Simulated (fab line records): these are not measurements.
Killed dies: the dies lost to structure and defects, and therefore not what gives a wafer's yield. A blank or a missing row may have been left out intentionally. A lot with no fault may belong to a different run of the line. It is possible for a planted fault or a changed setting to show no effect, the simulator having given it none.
Which of the tools did it? || flow n5-finfet || 24 lots with 72 wafers sampled at 6 steps, on a route of 1938 steps

WHAT THE GAUGES SHOWED, per wafer
The record lacks any reading of a measuring or inspecting step that a usual standard deviation could be used to judge.

WHICH TOOL RAN EACH LOT (tool, then ch and the chambers of the sampled wafers, then the start)
{"lot": "L074", "N5_BEOL_M4_ANNEAL_82": "pvd-sputter-03, day 8 18:13", "N5_BEOL_M4_SPUTTER_86": "pvd-sputter-03, day 8 18:22", "N5_BEOL_M4_ANNEAL_87": "pvd-sputter-03, day 8 18:26", "N5_BEOL_M4_ANNEAL_91": "pvd-sputter-03, day 8 18:53", "N5_BEOL_M4_ANNEAL_93": "pvd-sputter-03, day 8 19:06", "N5_BEOL_M4_CO_CAP_55": "cvd-co-02 ch 1,2, day 8 21:47"}
{"lot": "L075", "N5_BEOL_M4_ANNEAL_82": "pvd-sputter-01, day 8 23:24", "N5_BEOL_M4_SPUTTER_86": "pvd-sputter-01, day 8 23:32", "N5_BEOL_M4_ANNEAL_87": "pvd-sputter-01, day 8 23:37", "N5_BEOL_M4_ANNEAL_91": "pvd-sputter-01, day 9 00:04", "N5_BEOL_M4_ANNEAL_93": "pvd-sputter-01, day 9 00:17", "N5_BEOL_M4_CO_CAP_55": "cvd-co-01 ch 0,1,2, day 9 01:30"}
{"lot": "L076", "N5_BEOL_M4_ANNEAL_82": "pvd-sputter-02, day 9 04:01", "N5_BEOL_M4_SPUTTER_86": "pvd-sputter-02, day 9 04:10", "N5_BEOL_M4_ANNEAL_87": "pvd-sputter-02, day 9 04:14", "N5_BEOL_M4_ANNEAL_91": "pvd-sputter-02, day 9 04:41", "N5_BEOL_M4_ANNEAL_93": "pvd-sputter-02, day 9 04:54", "N5_BEOL_M4_CO_CAP_55": "cvd-co-01 ch 0,2, day 9 06:17"}
{"lot": "L078", "N5_BEOL_M4_ANNEAL_82": "pvd-sputter-03, day 9 21:20", "N5_BEOL_M4_SPUTTER_86": "pvd-sputter-03, day 9 21:28", "N5_BEOL_M4_ANNEAL_87": "pvd-sputter-03, day 9 21:33", "N5_BEOL_M4_ANNEAL_91": "pvd-sputter-03, day 9 21:59", "N5_BEOL_M4_ANNEAL_93": "pvd-sputter-03, day 9 22:13", "N5_BEOL_M4_CO_CAP_55": "cvd-co-02 ch 0,1,2, day 9 23:40"}
{"lot": "L077", "N5_BEOL_M4_ANNEAL_82": "pvd-sputter-03, day 10 08:18", "N5_BEOL_M4_SPUTTER_86": "pvd-sputter-03, day 10 08:26", "N5_BEOL_M4_ANNEAL_87": "pvd-sputter-03, day 10 08:31", "N5_BEOL_M4_ANNEAL_91": "pvd-sputter-03, day 10 08:58", "N5_BEOL_M4_ANNEAL_93": "pvd-sputter-03, day 10 09:11", "N5_BEOL_M4_CO_CAP_55": "cvd-co-01 ch 0,1,2, day 10 10:24"}
{"lot": "L080", "N5_BEOL_M4_ANNEAL_82": "pvd-sputter-03, day 10 22:52", "N5_BEOL_M4_SPUTTER_86": "pvd-sputter-03, day 10 23:00", "N5_BEOL_M4_ANNEAL_87": "pvd-sputter-03, day 10 23:05", "N5_BEOL_M4_ANNEAL_91": "pvd-sputter-03, day 10 23:31", "N5_BEOL_M4_ANNEAL_93": "pvd-sputter-03, day 10 23:44", "N5_BEOL_M4_CO_CAP_55": "cvd-co-01 ch 0,1,2, day 11 00:59"}
{"lot": "L079", "N5_BEOL_M4_ANNEAL_82": "pvd-sputter-01, day 10 23:14", "N5_BEOL_M4_SPUTTER_86": "pvd-sputter-01, day 10 23:22", "N5_BEOL_M4_ANNEAL_87": "pvd-sputter-01, day 10 23:27", "N5_BEOL_M4_ANNEAL_91": "pvd-sputter-01, day 10 23:53", "N5_BEOL_M4_ANNEAL_93": "pvd-sputter-01, day 11 00:07", "N5_BEOL_M4_CO_CAP_55": "cvd-co-02 ch 0,1,2, day 11 01:26"}
{"lot": "L081", "N5_BEOL_M4_ANNEAL_82": "pvd-sputter-01, day 11 03:37", "N5_BEOL_M4_SPUTTER_86": "pvd-sputter-01, day 11 03:45", "N5_BEOL_M4_ANNEAL_87": "pvd-sputter-01, day 11 03:50", "N5_BEOL_M4_ANNEAL_91": "pvd-sputter-01, day 11 04:16", "N5_BEOL_M4_ANNEAL_93": "pvd-sputter-01, day 11 04:29", "N5_BEOL_M4_CO_CAP_55": "cvd-co-01 ch 0,2, day 11 05:43"}
{"lot": "L082", "N5_BEOL_M4_ANNEAL_82": "pvd-sputter-02, day 11 05:12", "N5_BEOL_M4_SPUTTER_86": "pvd-sputter-02, day 11 05:20", "N5_BEOL_M4_ANNEAL_87": "pvd-sputter-02, day 11 05:25", "N5_BEOL_M4_ANNEAL_91": "pvd-sputter-02, day 11 05:52", "N5_BEOL_M4_ANNEAL_93": "pvd-sputter-02, day 11 06:05", "N5_BEOL_M4_CO_CAP_55": "cvd-co-02 ch 1,2, day 11 07:26"}
{"lot": "L083", "N5_BEOL_M4_ANNEAL_82": "pvd-sputter-01, day 12 10:53", "N5_BEOL_M4_SPUTTER_86": "pvd-sputter-01, day 12 11:01", "N5_BEOL_M4_ANNEAL_87": "pvd-sputter-01, day 12 11:06", "N5_BEOL_M4_ANNEAL_91": "pvd-sputter-01, day 12 11:32", "N5_BEOL_M4_ANNEAL_93": "pvd-sputter-01, day 12 11:46", "N5_BEOL_M4_CO_CAP_55": "cvd-co-01 ch 0,1, day 12 12:59"}
{"lot": "L084", "N5_BEOL_M4_ANNEAL_82": "pvd-sputter-02, day 12 21:49", "N5_BEOL_M4_SPUTTER_86": "pvd-sputter-02, day 12 21:58", "N5_BEOL_M4_ANNEAL_87": "pvd-sputter-02, day 12 22:02", "N5_BEOL_M4_ANNEAL_91": "pvd-sputter-02, day 12 22:29", "N5_BEOL_M4_ANNEAL_93": "pvd-sputter-02, day 12 22:42", "N5_BEOL_M4_CO_CAP_55": "cvd-co-02 ch 0,1, day 12 23:56"}
{"lot": "L085", "N5_BEOL_M4_ANNEAL_82": "pvd-sputter-02, day 13 01:41", "N5_BEOL_M4_SPUTTER_86": "pvd-sputter-02, day 13 01:49", "N5_BEOL_M4_ANNEAL_87": "pvd-sputter-02, day 13 01:54", "N5_BEOL_M4_ANNEAL_91": "pvd-sputter-02, day 13 02:20", "N5_BEOL_M4_ANNEAL_93": "pvd-sputter-02, day 13 02:34", "N5_BEOL_M4_CO_CAP_55": "cvd-co-02 ch 1,2, day 13 03:49"}
{"lot": "L086", "N5_BEOL_M4_ANNEAL_82": "pvd-sputter-01, day 13 04:52", "N5_BEOL_M4_SPUTTER_86": "pvd-sputter-01, day 13 05:00", "N5_BEOL_M4_ANNEAL_87": "pvd-sputter-01, day 13 05:05", "N5_BEOL_M4_ANNEAL_91": "pvd-sputter-01, day 13 05:31", "N5_BEOL_M4_ANNEAL_93": "pvd-sputter-01, day 13 05:44", "N5_BEOL_M4_CO_CAP_55": "cvd-co-01 ch 0,1,2, day 13 06:59"}
{"lot": "L088", "N5_BEOL_M4_ANNEAL_82": "pvd-sputter-02, day 13 07:35", "N5_BEOL_M4_SPUTTER_86": "pvd-sputter-02, day 13 07:43", "N5_BEOL_M4_ANNEAL_87": "pvd-sputter-02, day 13 07:48", "N5_BEOL_M4_ANNEAL_91": "pvd-sputter-02, day 13 08:14", "N5_BEOL_M4_ANNEAL_93": "pvd-sputter-02, day 13 08:28", "N5_BEOL_M4_CO_CAP_55": "cvd-co-01 ch 1,2, day 13 09:41"}
{"lot": "L087", "N5_BEOL_M4_ANNEAL_82": "pvd-sputter-02, day 13 13:52", "N5_BEOL_M4_SPUTTER_86": "pvd-sputter-02, day 13 14:00", "N5_BEOL_M4_ANNEAL_87": "pvd-sputter-02, day 13 14:05", "N5_BEOL_M4_ANNEAL_91": "pvd-sputter-02, day 13 14:31", "N5_BEOL_M4_ANNEAL_93": "pvd-sputter-02, day 13 14:44", "N5_BEOL_M4_CO_CAP_55": "cvd-co-01 ch 1,2, day 13 15:58"}
{"lot": "L089", "N5_BEOL_M4_ANNEAL_82": "pvd-sputter-01, day 13 15:16", "N5_BEOL_M4_SPUTTER_86": "pvd-sputter-01, day 13 15:25", "N5_BEOL_M4_ANNEAL_87": "pvd-sputter-01, day 13 15:29", "N5_BEOL_M4_ANNEAL_91": "pvd-sputter-01, day 13 15:56", "N5_BEOL_M4_ANNEAL_93": "pvd-sputter-01, day 13 16:09", "N5_BEOL_M4_CO_CAP_55": "cvd-co-01 ch 1,2, day 13 17:22"}
{"lot": "L090", "N5_BEOL_M4_ANNEAL_82": "pvd-sputter-03, day 13 17:59", "N5_BEOL_M4_SPUTTER_86": "pvd-sputter-03, day 13 18:07", "N5_BEOL_M4_ANNEAL_87": "pvd-sputter-03, day 13 18:12", "N5_BEOL_M4_ANNEAL_91": "pvd-sputter-03, day 13 18:38", "N5_BEOL_M4_ANNEAL_93": "pvd-sputter-03, day 13 18:52", "N5_BEOL_M4_CO_CAP_55": "cvd-co-02 ch 0,1,2, day 13 20:07"}
{"lot": "L092", "N5_BEOL_M4_ANNEAL_82": "pvd-sputter-01, day 13 23:19", "N5_BEOL_M4_SPUTTER_86": "pvd-sputter-01, day 13 23:28", "N5_BEOL_M4_ANNEAL_87": "pvd-sputter-01, day 13 23:32", "N5_BEOL_M4_ANNEAL_91": "pvd-sputter-01, day 13 23:59", "N5_BEOL_M4_ANNEAL_93": "pvd-sputter-01, day 14 00:12", "N5_BEOL_M4_CO_CAP_55": "cvd-co-01 ch 0,1,2, day 14 01:26"}
{"lot": "L094", "N5_BEOL_M4_ANNEAL_82": "pvd-sputter-01, day 14 08:05", "N5_BEOL_M4_SPUTTER_86": "pvd-sputter-01, day 14 08:13", "N5_BEOL_M4_ANNEAL_87": "pvd-sputter-01, day 14 08:18", "N5_BEOL_M4_ANNEAL_91": "pvd-sputter-01, day 14 08:44", "N5_BEOL_M4_ANNEAL_93": "pvd-sputter-01, day 14 08:58", "N5_BEOL_M4_CO_CAP_55": "cvd-co-01 ch 0,2, day 14 10:11"}
{"lot": "L091", "N5_BEOL_M4_ANNEAL_82": "pvd-sputter-03, day 14 08:13", "N5_BEOL_M4_SPUTTER_86": "pvd-sputter-03, day 14 08:21", "N5_BEOL_M4_ANNEAL_87": "pvd-sputter-03, day 14 08:26", "N5_BEOL_M4_ANNEAL_91": "pvd-sputter-03, day 14 08:52", "N5_BEOL_M4_ANNEAL_93": "pvd-sputter-03, day 14 09:05", "N5_BEOL_M4_CO_CAP_55": "cvd-co-02 ch 0,2, day 14 10:26"}
{"lot": "L095", "N5_BEOL_M4_ANNEAL_82": "pvd-sputter-03, day 14 11:28", "N5_BEOL_M4_SPUTTER_86": "pvd-sputter-03, day 14 11:37", "N5_BEOL_M4_ANNEAL_87": "pvd-sputter-03, day 14 11:41", "N5_BEOL_M4_ANNEAL_91": "pvd-sputter-03, day 14 12:08", "N5_BEOL_M4_ANNEAL_93": "pvd-sputter-03, day 14 12:21", "N5_BEOL_M4_CO_CAP_55": "cvd-co-01 ch 1,2, day 14 13:35"}
{"lot": "L093", "N5_BEOL_M4_ANNEAL_82": "pvd-sputter-01, day 14 16:39", "N5_BEOL_M4_SPUTTER_86": "pvd-sputter-01, day 14 16:47", "N5_BEOL_M4_ANNEAL_87": "pvd-sputter-01, day 14 16:52", "N5_BEOL_M4_ANNEAL_91": "pvd-sputter-01, day 14 17:19", "N5_BEOL_M4_ANNEAL_93": "pvd-sputter-01, day 14 17:32", "N5_BEOL_M4_CO_CAP_55": "cvd-co-02 ch 0,2, day 14 19:40"}
{"lot": "L096", "N5_BEOL_M4_ANNEAL_82": "pvd-sputter-01, day 14 19:22", "N5_BEOL_M4_SPUTTER_86": "pvd-sputter-01, day 14 19:31", "N5_BEOL_M4_ANNEAL_87": "pvd-sputter-01, day 14 19:35", "N5_BEOL_M4_ANNEAL_91": "pvd-sputter-01, day 14 20:02", "N5_BEOL_M4_ANNEAL_93": "pvd-sputter-01, day 14 20:15", "N5_BEOL_M4_CO_CAP_55": "cvd-co-01 ch 1,2, day 14 21:29"}
{"lot": "L097", "N5_BEOL_M4_ANNEAL_82": "pvd-sputter-03, day 15 22:59", "N5_BEOL_M4_SPUTTER_86": "pvd-sputter-03, day 15 23:08", "N5_BEOL_M4_ANNEAL_87": "pvd-sputter-03, day 15 23:14", "N5_BEOL_M4_ANNEAL_91": "pvd-sputter-03, day 15 23:44", "N5_BEOL_M4_ANNEAL_93": "pvd-sputter-03, day 15 23:58", "N5_BEOL_M4_CO_CAP_55": "cvd-co-01 ch 0,2, day 16 01:15"}
- N5_BEOL_M4_ANNEAL_82: time 240 s.
- N5_BEOL_M4_SPUTTER_86: material Cu, target thk 4.5 nm, time 8.29 s.
- N5_BEOL_M4_ANNEAL_87: time 240 s.
- N5_BEOL_M4_ANNEAL_91: time 240 s.
- N5_BEOL_M4_ANNEAL_93: time 240 s.
- N5_BEOL_M4_CO_CAP_55: material Co, precursor CCTBA/H2, target thk 2 nm, time 102.1 s.

WHAT THE TOOLS THEMSELVES READ (means of the sampled wafers that have a number; where no wafer has one, the mark that the record gives instead)
N5_BEOL_M4_ANNEAL_82. Usual: 837 W for heater-power-w, sd 81.
{"lot": "L074", "tool": "pvd-sputter-03", "heater-power-w (W)": 816, "flag": ""}
{"lot": "L075", "tool": "pvd-sputter-01", "heater-power-w (W)": 802, "flag": ""}
{"lot": "L076", "tool": "pvd-sputter-02", "heater-power-w (W)": 906, "flag": ""}
{"lot": "L078", "tool": "pvd-sputter-03", "heater-power-w (W)": 835, "flag": ""}
{"lot": "L077", "tool": "pvd-sputter-03", "heater-power-w (W)": 912, "flag": ""}
{"lot": "L080", "tool": "pvd-sputter-03", "heater-power-w (W)": 854, "flag": ""}
{"lot": "L079", "tool": "pvd-sputter-01", "heater-power-w (W)": 796, "flag": ""}
{"lot": "L081", "tool": "pvd-sputter-01", "heater-power-w (W)": 856, "flag": ""}
{"lot": "L082", "tool": "pvd-sputter-02", "heater-power-w (W)": 887, "flag": ""}
{"lot": "L083", "tool": "pvd-sputter-01", "heater-power-w (W)": 792, "flag": ""}
{"lot": "L084", "tool": "pvd-sputter-02", "heater-power-w (W)": 919, "flag": ""}
{"lot": "L085", "tool": "pvd-sputter-02", "heater-power-w (W)": 883, "flag": ""}
{"lot": "L086", "tool": "pvd-sputter-01", "heater-power-w (W)": 810, "flag": ""}
{"lot": "L088", "tool": "pvd-sputter-02", "heater-power-w (W)": 894, "flag": ""}
{"lot": "L087", "tool": "pvd-sputter-02", "heater-power-w (W)": 901, "flag": ""}
{"lot": "L089", "tool": "pvd-sputter-01", "heater-power-w (W)": 841, "flag": ""}
{"lot": "L090", "tool": "pvd-sputter-03", "heater-power-w (W)": 790, "flag": ""}
{"lot": "L092", "tool": "pvd-sputter-01", "heater-power-w (W)": 862, "flag": ""}
{"lot": "L094", "tool": "pvd-sputter-01", "heater-power-w (W)": 810, "flag": ""}
{"lot": "L091", "tool": "pvd-sputter-03", "heater-power-w (W)": 804, "flag": ""}
{"lot": "L095", "tool": "pvd-sputter-03", "heater-power-w (W)": 853, "flag": ""}
{"lot": "L093", "tool": "pvd-sputter-01", "heater-power-w (W)": 795, "flag": ""}
{"lot": "L096", "tool": "pvd-sputter-01", "heater-power-w (W)": 787, "flag": ""}
{"lot": "L097", "tool": "pvd-sputter-03", "heater-power-w (W)": 786, "flag": ""}

N5_BEOL_M4_SPUTTER_86. Usual: substrate-temp-c -20.01 C, standard deviation 0.11; throttle-valve-pct 29.8 %, standard deviation 0.8.
{"lot": "L074", "tool": "pvd-sputter-03", "substrate-temp-c (C)": -19.98, "throttle-valve-pct (%)": 29.2, "flag": ""}
{"lot": "L075", "tool": "pvd-sputter-01", "substrate-temp-c (C)": -19.94, "throttle-valve-pct (%)": 30.8, "flag": ""}
{"lot": "L076", "tool": "pvd-sputter-02", "substrate-temp-c (C)": -19.96, "throttle-valve-pct (%)": 29.7, "flag": ""}
{"lot": "L078", "tool": "pvd-sputter-03", "substrate-temp-c (C)": -20.05, "throttle-valve-pct (%)": 30.2, "flag": ""}
{"lot": "L077", "tool": "pvd-sputter-03", "substrate-temp-c (C)": -20.17, "throttle-valve-pct (%)": 30.0, "flag": ""}
{"lot": "L080", "tool": "pvd-sputter-03", "substrate-temp-c (C)": -20.05, "throttle-valve-pct (%)": 29.9, "flag": ""}
{"lot": "L079", "tool": "pvd-sputter-01", "substrate-temp-c (C)": -20.11, "throttle-valve-pct (%)": 29.9, "flag": ""}
{"lot": "L081", "tool": "pvd-sputter-01", "substrate-temp-c (C)": -20.02, "throttle-valve-pct (%)": 29.8, "flag": ""}
{"lot": "L082", "tool": "pvd-sputter-02", "substrate-temp-c (C)": -19.90, "throttle-valve-pct (%)": 30.1, "flag": ""}
{"lot": "L083", "tool": "pvd-sputter-01", "substrate-temp-c (C)": -20.14, "throttle-valve-pct (%)": 28.8, "flag": ""}
{"lot": "L084", "tool": "pvd-sputter-02", "substrate-temp-c (C)": -20.01, "throttle-valve-pct (%)": 29.8, "flag": ""}
{"lot": "L085", "tool": "pvd-sputter-02", "substrate-temp-c (C)": -20.04, "throttle-valve-pct (%)": 29.4, "flag": ""}
{"lot": "L086", "tool": "pvd-sputter-01", "substrate-temp-c (C)": -20.04, "throttle-valve-pct (%)": 29.5, "flag": ""}
{"lot": "L088", "tool": "pvd-sputter-02", "substrate-temp-c (C)": -20.07, "throttle-valve-pct (%)": 29.5, "flag": ""}
{"lot": "L087", "tool": "pvd-sputter-02", "substrate-temp-c (C)": -20.06, "throttle-valve-pct (%)": 29.4, "flag": ""}
{"lot": "L089", "tool": "pvd-sputter-01", "substrate-temp-c (C)": -19.90, "throttle-valve-pct (%)": 29.8, "flag": ""}
{"lot": "L090", "tool": "pvd-sputter-03", "substrate-temp-c (C)": -20.00, "throttle-valve-pct (%)": 29.7, "flag": ""}
{"lot": "L092", "tool": "pvd-sputter-01", "substrate-temp-c (C)": -19.99, "throttle-valve-pct (%)": 29.6, "flag": ""}
{"lot": "L094", "tool": "pvd-sputter-01", "substrate-temp-c (C)": -20.04, "throttle-valve-pct (%)": 30.3, "flag": ""}
{"lot": "L091", "tool": "pvd-sputter-03", "substrate-temp-c (C)": -20.00, "throttle-valve-pct (%)": 29.2, "flag": ""}
{"lot": "L095", "tool": "pvd-sputter-03", "substrate-temp-c (C)": -19.92, "throttle-valve-pct (%)": 29.9, "flag": ""}
{"lot": "L093", "tool": "pvd-sputter-01", "substrate-temp-c (C)": -20.00, "throttle-valve-pct (%)": 29.7, "flag": ""}
{"lot": "L096", "tool": "pvd-sputter-01", "substrate-temp-c (C)": -19.94, "throttle-valve-pct (%)": 29.8, "flag": ""}
{"lot": "L097", "tool": "pvd-sputter-03", "substrate-temp-c (C)": -19.93, "throttle-valve-pct (%)": 29.8, "flag": ""}

N5_BEOL_M4_ANNEAL_87. Usual: 835 W for heater-power-w, sd 77.
{"lot": "L074", "tool": "pvd-sputter-03", "heater-power-w (W)": 820, "flag": ""}
{"lot": "L075", "tool": "pvd-sputter-01", "heater-power-w (W)": 797, "flag": ""}
{"lot": "L076", "tool": "pvd-sputter-02", "heater-power-w (W)": 901, "flag": ""}
{"lot": "L078", "tool": "pvd-sputter-03", "heater-power-w (W)": 832, "flag": ""}
{"lot": "L077", "tool": "pvd-sputter-03", "heater-power-w (W)": 924, "flag": ""}
{"lot": "L080", "tool": "pvd-sputter-03", "heater-power-w (W)": 856, "flag": ""}
{"lot": "L079", "tool": "pvd-sputter-01", "heater-power-w (W)": 784, "flag": ""}
{"lot": "L081", "tool": "pvd-sputter-01", "heater-power-w (W)": 851, "flag": ""}
{"lot": "L082", "tool": "pvd-sputter-02", "heater-power-w (W)": 871, "flag": ""}
{"lot": "L083", "tool": "pvd-sputter-01", "heater-power-w (W)": 787, "flag": ""}
{"lot": "L084", "tool": "pvd-sputter-02", "heater-power-w (W)": 908, "flag": ""}
{"lot": "L085", "tool": "pvd-sputter-02", "heater-power-w (W)": 883, "flag": ""}
{"lot": "L086", "tool": "pvd-sputter-01", "heater-power-w (W)": 806, "flag": ""}
{"lot": "L088", "tool": "pvd-sputter-02", "heater-power-w (W)": 877, "flag": ""}
{"lot": "L087", "tool": "pvd-sputter-02", "heater-power-w (W)": 884, "flag": ""}
{"lot": "L089", "tool": "pvd-sputter-01", "heater-power-w (W)": 838, "flag": ""}
{"lot": "L090", "tool": "pvd-sputter-03", "heater-power-w (W)": 780, "flag": ""}
{"lot": "L092", "tool": "pvd-sputter-01", "heater-power-w (W)": 861, "flag": ""}
{"lot": "L094", "tool": "pvd-sputter-01", "heater-power-w (W)": 793, "flag": ""}
{"lot": "L091", "tool": "pvd-sputter-03", "heater-power-w (W)": 803, "flag": ""}
{"lot": "L095", "tool": "pvd-sputter-03", "heater-power-w (W)": 835, "flag": ""}
{"lot": "L093", "tool": "pvd-sputter-01", "heater-power-w (W)": 788, "flag": ""}
{"lot": "L096", "tool": "pvd-sputter-01", "heater-power-w (W)": 795, "flag": ""}
{"lot": "L097", "tool": "pvd-sputter-03", "heater-power-w (W)": 800, "flag": ""}

N5_BEOL_M4_ANNEAL_91. Usual: 835 W for heater-power-w, sd 77.
{"lot": "L074", "tool": "pvd-sputter-03", "heater-power-w (W)": 800, "flag": ""}
{"lot": "L075", "tool": "pvd-sputter-01", "heater-power-w (W)": 801, "flag": ""}
{"lot": "L076", "tool": "pvd-sputter-02", "heater-power-w (W)": 894, "flag": ""}
{"lot": "L078", "tool": "pvd-sputter-03", "heater-power-w (W)": 837, "flag": ""}
{"lot": "L077", "tool": "pvd-sputter-03", "heater-power-w (W)": 924, "flag": ""}
{"lot": "L080", "tool": "pvd-sputter-03", "heater-power-w (W)": 844, "flag": ""}
{"lot": "L079", "tool": "pvd-sputter-01", "heater-power-w (W)": 794, "flag": ""}
{"lot": "L081", "tool": "pvd-sputter-01", "heater-power-w (W)": 829, "flag": ""}
{"lot": "L082", "tool": "pvd-sputter-02", "heater-power-w (W)": 875, "flag": ""}
{"lot": "L083", "tool": "pvd-sputter-01", "heater-power-w (W)": 803, "flag": ""}
{"lot": "L084", "tool": "pvd-sputter-02", "heater-power-w (W)": 910, "flag": ""}
{"lot": "L085", "tool": "pvd-sputter-02", "heater-power-w (W)": 880, "flag": ""}
{"lot": "L086", "tool": "pvd-sputter-01", "heater-power-w (W)": 816, "flag": ""}
{"lot": "L088", "tool": "pvd-sputter-02", "heater-power-w (W)": 900, "flag": ""}
{"lot": "L087", "tool": "pvd-sputter-02", "heater-power-w (W)": 900, "flag": ""}
{"lot": "L089", "tool": "pvd-sputter-01", "heater-power-w (W)": 854, "flag": ""}
{"lot": "L090", "tool": "pvd-sputter-03", "heater-power-w (W)": 782, "flag": ""}
{"lot": "L092", "tool": "pvd-sputter-01", "heater-power-w (W)": 852, "flag": ""}
{"lot": "L094", "tool": "pvd-sputter-01", "heater-power-w (W)": 792, "flag": ""}
{"lot": "L091", "tool": "pvd-sputter-03", "heater-power-w (W)": 810, "flag": ""}
{"lot": "L095", "tool": "pvd-sputter-03", "heater-power-w (W)": 843, "flag": ""}
{"lot": "L093", "tool": "pvd-sputter-01", "heater-power-w (W)": 785, "flag": ""}
{"lot": "L096", "tool": "pvd-sputter-01", "heater-power-w (W)": 794, "flag": ""}
{"lot": "L097", "tool": "pvd-sputter-03", "heater-power-w (W)": 782, "flag": ""}

N5_BEOL_M4_ANNEAL_93. Usual: 835 W for heater-power-w, sd 78.
{"lot": "L074", "tool": "pvd-sputter-03", "heater-power-w (W)": 810, "flag": ""}
{"lot": "L075", "tool": "pvd-sputter-01", "heater-power-w (W)": 798, "flag": ""}
{"lot": "L076", "tool": "pvd-sputter-02", "heater-power-w (W)": 887, "flag": ""}
{"lot": "L078", "tool": "pvd-sputter-03", "heater-power-w (W)": 824, "flag": ""}
{"lot": "L077", "tool": "pvd-sputter-03", "heater-power-w (W)": 916, "flag": ""}
{"lot": "L080", "tool": "pvd-sputter-03", "heater-power-w (W)": 851, "flag": ""}
{"lot": "L079", "tool": "pvd-sputter-01", "heater-power-w (W)": 797, "flag": ""}
{"lot": "L081", "tool": "pvd-sputter-01", "heater-power-w (W)": 843, "flag": ""}
{"lot": "L082", "tool": "pvd-sputter-02", "heater-power-w (W)": 888, "flag": ""}
{"lot": "L083", "tool": "pvd-sputter-01", "heater-power-w (W)": 794, "flag": ""}
{"lot": "L084", "tool": "pvd-sputter-02", "heater-power-w (W)": 902, "flag": ""}
{"lot": "L085", "tool": "pvd-sputter-02", "heater-power-w (W)": 881, "flag": ""}
{"lot": "L086", "tool": "pvd-sputter-01", "heater-power-w (W)": 797, "flag": ""}
{"lot": "L088", "tool": "pvd-sputter-02", "heater-power-w (W)": 899, "flag": ""}
{"lot": "L087", "tool": "pvd-sputter-02", "heater-power-w (W)": 868, "flag": ""}
{"lot": "L089", "tool": "pvd-sputter-01", "heater-power-w (W)": 855, "flag": ""}
{"lot": "L090", "tool": "pvd-sputter-03", "heater-power-w (W)": 786, "flag": ""}
{"lot": "L092", "tool": "pvd-sputter-01", "heater-power-w (W)": 853, "flag": ""}
{"lot": "L094", "tool": "pvd-sputter-01", "heater-power-w (W)": 815, "flag": ""}
{"lot": "L091", "tool": "pvd-sputter-03", "heater-power-w (W)": 816, "flag": ""}
{"lot": "L095", "tool": "pvd-sputter-03", "heater-power-w (W)": 850, "flag": ""}
{"lot": "L093", "tool": "pvd-sputter-01", "heater-power-w (W)": 790, "flag": ""}
{"lot": "L096", "tool": "pvd-sputter-01", "heater-power-w (W)": 795, "flag": ""}
{"lot": "L097", "tool": "pvd-sputter-03", "heater-power-w (W)": 777, "flag": ""}

N5_BEOL_M4_CO_CAP_55. Usual: 243 W for heater-power-w, sd 17.
{"lot": "L074", "tool": "cvd-co-02", "heater-power-w (W)": 246, "flag": ""}
{"lot": "L075", "tool": "cvd-co-01", "heater-power-w (W)": 240, "flag": ""}
{"lot": "L076", "tool": "cvd-co-01", "heater-power-w (W)": 252, "flag": ""}
{"lot": "L078", "tool": "cvd-co-02", "heater-power-w (W)": 243, "flag": ""}
{"lot": "L077", "tool": "cvd-co-01", "heater-power-w (W)": 246, "flag": ""}
{"lot": "L080", "tool": "cvd-co-01", "heater-power-w (W)": 244, "flag": ""}
{"lot": "L079", "tool": "cvd-co-02", "heater-power-w (W)": 243, "flag": ""}
{"lot": "L081", "tool": "cvd-co-01", "heater-power-w (W)": 256, "flag": ""}
{"lot": "L082", "tool": "cvd-co-02", "heater-power-w (W)": 243, "flag": ""}
{"lot": "L083", "tool": "cvd-co-01", "heater-power-w (W)": 232, "flag": ""}
{"lot": "L084", "tool": "cvd-co-02", "heater-power-w (W)": 233, "flag": ""}
{"lot": "L085", "tool": "cvd-co-02", "heater-power-w (W)": 247, "flag": ""}
{"lot": "L086", "tool": "cvd-co-01", "heater-power-w (W)": 240, "flag": ""}
{"lot": "L088", "tool": "cvd-co-01", "heater-power-w (W)": 241, "flag": ""}
{"lot": "L087", "tool": "cvd-co-01", "heater-power-w (W)": 243, "flag": ""}
{"lot": "L089", "tool": "cvd-co-01", "heater-power-w (W)": 244, "flag": ""}
{"lot": "L090", "tool": "cvd-co-02", "heater-power-w (W)": 242, "flag": ""}
{"lot": "L092", "tool": "cvd-co-01", "heater-power-w (W)": 239, "flag": ""}
{"lot": "L094", "tool": "cvd-co-01", "heater-power-w (W)": 254, "flag": ""}
{"lot": "L091", "tool": "cvd-co-02", "heater-power-w (W)": 245, "flag": ""}
{"lot": "L095", "tool": "cvd-co-01", "heater-power-w (W)": 244, "flag": ""}
{"lot": "L093", "tool": "cvd-co-02", "heater-power-w (W)": 251, "flag": ""}
{"lot": "L096", "tool": "cvd-co-01", "heater-power-w (W)": 241, "flag": ""}
{"lot": "L097", "tool": "cvd-co-01", "heater-power-w (W)": 253, "flag": ""}

THE ANSWER, worked out from the rows above alone
Rule: take the mean of a lot's wafers that have a number; if it is more than 3 standard deviations from the usual mean, the lot is off. A lot without any number at a reading at which 4 lots or more have one is off too. Where the step has rows for the other lots, those lots are counted as sound. After the gauges, taken in route order, come the tools' own readings; for these a lot's mean is taken, as printed above. The first step at which some lot is off is used, and at that step the reading that is off furthest; a lot without a number counts as furthest.
No lot is off at any reading shown: from this, nothing can be told.

WHAT THE SIMULATOR HAD INSERTED
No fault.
